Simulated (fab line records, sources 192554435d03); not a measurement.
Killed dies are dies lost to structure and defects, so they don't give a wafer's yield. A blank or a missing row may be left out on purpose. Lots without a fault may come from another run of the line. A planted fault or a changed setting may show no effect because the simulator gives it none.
Which tool did it? | flow n5_finfet | 11 lots, 33 wafers sampled, at 4 steps of a route of 1938

WHAT THE GAUGES READ, wafer by wafer
The record holds no reading of a measuring or inspecting step that can be judged against a usual standard deviation.

WHICH TOOL RAN EACH LOT (tool, then ch and the chambers of the sampled wafers, then the start)
lot  | N5_MOL_CONTACT_COAG_STRIP_98       | N5_MOL_CONTACT_COAG_ANNEAL_113   | N5_MOL_CONTACT_COAG_CMP_23    | N5_MOL_CONTACT_COAG_ALD_27
L347 | rie_diel-04 ch 1,3, day 4 22:39    | rtp_anneal-01 ch 0, day 5 02:17  | cmp-03 ch 0,2,3, day 5 05:04  | ald_sin-02 ch 2,3, day 5 05:50
L350 | rie_diel-04 ch 0,2,3, day 5 15:58  | rtp_anneal-02 ch 0, day 5 18:38  | cmp-03 ch 0,1,2, day 5 21:01  | ald_sin-02 ch 0,2,3, day 5 21:46
L351 | rie_diel-05 ch 0,2,3, day 6 00:47  | rtp_anneal-02 ch 0, day 6 05:55  | cmp-03 ch 0,1,3, day 6 07:33  | ald_sin-01 ch 0,2,3, day 6 08:22
L352 | rie_diel-04 ch 1,3, day 6 05:10    | rtp_anneal-02 ch 0, day 6 09:41  | cmp-02 ch 0,1,3, day 6 11:44  | ald_sin-01 ch 2,3, day 6 12:32
L354 | rie_diel-04 ch 1,3, day 6 11:05    | rtp_anneal-02 ch 0, day 6 16:32  | cmp-03 ch 1,2, day 6 17:35    | ald_sin-01 ch 0,1,2, day 6 18:26
L353 | rie_diel-06 ch 1,2,3, day 6 13:14  | rtp_anneal-01 ch 0, day 6 17:38  | cmp-02 ch 0,2,3, day 6 20:53  | ald_sin-01 ch 0,1, day 6 21:40
L365 | rie_diel-06 ch 0,1,3, day 9 09:12  | rtp_anneal-02 ch 0, day 9 12:22  | cmp-01 ch 0,1,3, day 9 15:37  | ald_sin-01 ch 2,3, day 9 16:22
L366 | rie_diel-06 ch 0,1,2, day 9 12:02  | rtp_anneal-02 ch 0, day 9 19:22  | cmp-01 ch 1,2,3, day 9 21:13  | ald_sin-03 ch 0,2,3, day 9 21:59
L367 | rie_diel-06 ch 0,2,3, day 9 19:58  | rtp_anneal-02 ch 0, day 9 22:56  | cmp-02 ch 0,1,3, day 10 03:37 | ald_sin-01 ch 0,1,2, day 10 04:29
L368 | rie_diel-05 ch 1,2,3, day 10 00:24 | rtp_anneal-02 ch 0, day 10 10:18 | cmp-03 ch 0,1,2, day 10 13:04 | ald_sin-03 ch 0,3, day 10 13:56
L370 | rie_diel-04 ch 1,2,3, day 10 14:18 | rtp_anneal-02 ch 0, day 10 19:11 | cmp-01 ch 0,1, day 10 20:55   | ald_sin-01 ch 0,1,2, day 10 21:45
- N5_MOL_CONTACT_COAG_STRIP_98: strips in N2/H2.
- N5_MOL_CONTACT_COAG_ANNEAL_113: time 300 s.
- N5_MOL_CONTACT_COAG_CMP_23: polishes, stops on SiO2, t overpolish 1.5 s, target thk 0 nm.
- N5_MOL_CONTACT_COAG_ALD_27: deposits SiOC, target thk 17 nm, pulse time 1.5 s, time 2720 s.

WHAT THE TOOLS THEMSELVES READ (means of the sampled wafers that have a number; where no wafer has one, the mark that the record gives instead)
N5_MOL_CONTACT_COAG_STRIP_98. Usual: drypump_motor_current_A 5.71 A, standard deviation 0.25; n2_flow_sccm 300.1 sccm, standard deviation 0.83; oes_product_au 0.82 a.u., standard deviation 0.1; rf_vpp_V 54.4 V, standard deviation 1.5; showerhead_plenum_p_Torr 3.42 Torr, standard deviation 0.13; throttle_valve_pct 18.9 %, standard deviation 0.4.
lot  | tool        | drypump_motor_current_A (A) | n2_flow_sccm (sccm) | oes_product_au (a.u.) | rf_vpp_V (V) | showerhead_plenum_p_Torr (Torr) | throttle_valve_pct (%) | flag
L347 | rie_diel-04 | 6.04                        | 299.3               | 0.86                  | 54.8         | 3.54                            | 18.8                   |
L350 | rie_diel-04 | 5.65                        | 299.1               | 0.77                  | 54.7         | 3.38                            | 19.1                   |
L351 | rie_diel-05 | 5.88                        | 300.2               | 0.79                  | 54.8         | 3.38                            | 19.1                   |
L352 | rie_diel-04 | 6.06                        | 299.6               | 0.83                  | 55.3         | 3.53                            | 18.9                   |
L354 | rie_diel-04 | 6.05                        | 300.3               | 0.74                  | 53.7         | 3.49                            | 19.0                   |
L353 | rie_diel-06 | 5.55                        | 300.6               | 0.82                  | 53.2         | 3.43                            | 18.8                   |
L365 | rie_diel-06 | 5.51                        | 300.1               | 0.89                  | 54.5         | 3.42                            | 19.0                   |
L366 | rie_diel-06 | 5.64                        | 300.9               | 0.85                  | 56.3         | 3.46                            | 18.8                   |
L367 | rie_diel-06 | 5.54                        | 300.4               | 0.89                  | 55.0         | 3.51                            | 18.6                   |
L368 | rie_diel-05 | 5.96                        | 300.3               | 0.89                  | 55.4         | 3.38                            | 18.9                   |
L370 | rie_diel-04 | 5.85                        | 300.4               | 0.80                  | 54.1         | 3.39                            | 19.0                   |

N5_MOL_CONTACT_COAG_ANNEAL_113. Usual: lamp_power_pct 2.78 %, standard deviation 0.12; lamp_zone_3_pct 2.78 %, standard deviation 0.12; lamp_zone_4_pct 2.78 %, standard deviation 0.12; wafer_temp_C_max 402.0, standard deviation 0.47.
lot  | tool          | lamp_power_pct (%) | lamp_zone_3_pct (%) | lamp_zone_4_pct (%) | wafer_temp_C_max | flag
L347 | rtp_anneal-01 | 2.99               | 2.99                | 2.99                | 401.6            |
L350 | rtp_anneal-02 | 2.71               | 2.71                | 2.71                | 402.1            |
L351 | rtp_anneal-02 | 2.71               | 2.71                | 2.71                | 402.5            |
L352 | rtp_anneal-02 | 2.71               | 2.71                | 2.71                | 402.1            |
L354 | rtp_anneal-02 | 2.71               | 2.71                | 2.71                | 402.4            |
L353 | rtp_anneal-01 | 2.99               | 2.99                | 2.99                | 401.6            |
L365 | rtp_anneal-02 | 2.71               | 2.71                | 2.71                | 402.1            |
L366 | rtp_anneal-02 | 2.71               | 2.71                | 2.71                | 401.8            |
L367 | rtp_anneal-02 | 2.71               | 2.71                | 2.71                | 402.0            |
L368 | rtp_anneal-02 | 2.71               | 2.71                | 2.71                | 401.9            |
L370 | rtp_anneal-02 | 2.71               | 2.71                | 2.71                | 402.3            |

N5_MOL_CONTACT_COAG_CMP_23. Usual: motor_current_A 7.8 A, standard deviation 1; overpolish_run_s 1.500 s, standard deviation 0.01; time_to_endpoint_s 9.2 s, standard deviation 2.2.
lot  | tool   | motor_current_A (A) | overpolish_run_s (s) | time_to_endpoint_s (s) | flag
L347 | cmp-03 | 8.5                 | 1.501                | 8.7                    |
L350 | cmp-03 | 9.1                 | 1.502                | 8.0                    |
L351 | cmp-03 | 8.5                 | 1.498                | 10.2                   |
L352 | cmp-02 | 7.8                 | 1.505                | 11.4                   |
L354 | cmp-03 | 8.1                 | 1.504                | 8.8                    |
L353 | cmp-02 | 8.1                 | 1.500                | 6.9                    |
L365 | cmp-01 | 7.3                 | 1.498                | 8.9                    |
L366 | cmp-01 | 7.5                 | 1.511                | 8.7                    |
L367 | cmp-02 | 8.1                 | 1.511                | 11.5                   |
L368 | cmp-03 | 9.0                 | 1.502                | 8.3                    |
L370 | cmp-01 | 7.4                 | 1.510                | 8.9                    |

N5_MOL_CONTACT_COAG_ALD_27. Usual: heater_power_w 866 W, standard deviation 94; precursor_pulse_height_rel 0.999, standard deviation 0.02; run_length_s 2769.4 s, standard deviation 0.41.
lot  | tool       | heater_power_w (W) | precursor_pulse_height_rel | run_length_s (s) | flag
L347 | ald_sin-02 | 795                | 1.000                      | 2769.9           |
L350 | ald_sin-02 | 729                | 1.012                      | 2769.6           |
L351 | ald_sin-01 | 922                | 1.006                      | 2769.3           |
L352 | ald_sin-01 | 941                | 1.006                      | 2769.3           |
L354 | ald_sin-01 | 894                | 0.997                      | 2548.1           | OFF
L353 | ald_sin-01 | 918                | 0.999                      | 2105.3           | OFF
L365 | ald_sin-01 | 901                | 1.012                      | 2769.2           |
L366 | ald_sin-03 | 782                | 1.006                      | 2769.6           |
L367 | ald_sin-01 | 901                | 0.992                      | 2769.6           |
L368 | ald_sin-03 | 796                | 0.979                      | 2769.5           |
L370 | ald_sin-01 | 895                | 0.989                      | 2769.3           |

THE ANSWER, worked out from the rows above alone
Rule: a lot is off if the mean of its wafers that have a number lies more than 3 standard deviations from the usual mean. A lot without any number at a reading at which 4 lots or more have one is off too. The other lots that the step has rows for count as sound. The gauges are gone through in route order, then the tools' own readings, and for those a lot's mean is taken as printed above. The first step at which some lot is off is used, and at that step the reading that is off furthest; a lot without a number counts as furthest.
Off: L354, L353, at N5_MOL_CONTACT_COAG_ALD_27 (run_length_s).
A tool fits if, at that step or a process step before it, it ran every lot that is off, and no sound lot after the first of them. None of those tried fits.

WHAT THE SIMULATOR HAD PUT IN
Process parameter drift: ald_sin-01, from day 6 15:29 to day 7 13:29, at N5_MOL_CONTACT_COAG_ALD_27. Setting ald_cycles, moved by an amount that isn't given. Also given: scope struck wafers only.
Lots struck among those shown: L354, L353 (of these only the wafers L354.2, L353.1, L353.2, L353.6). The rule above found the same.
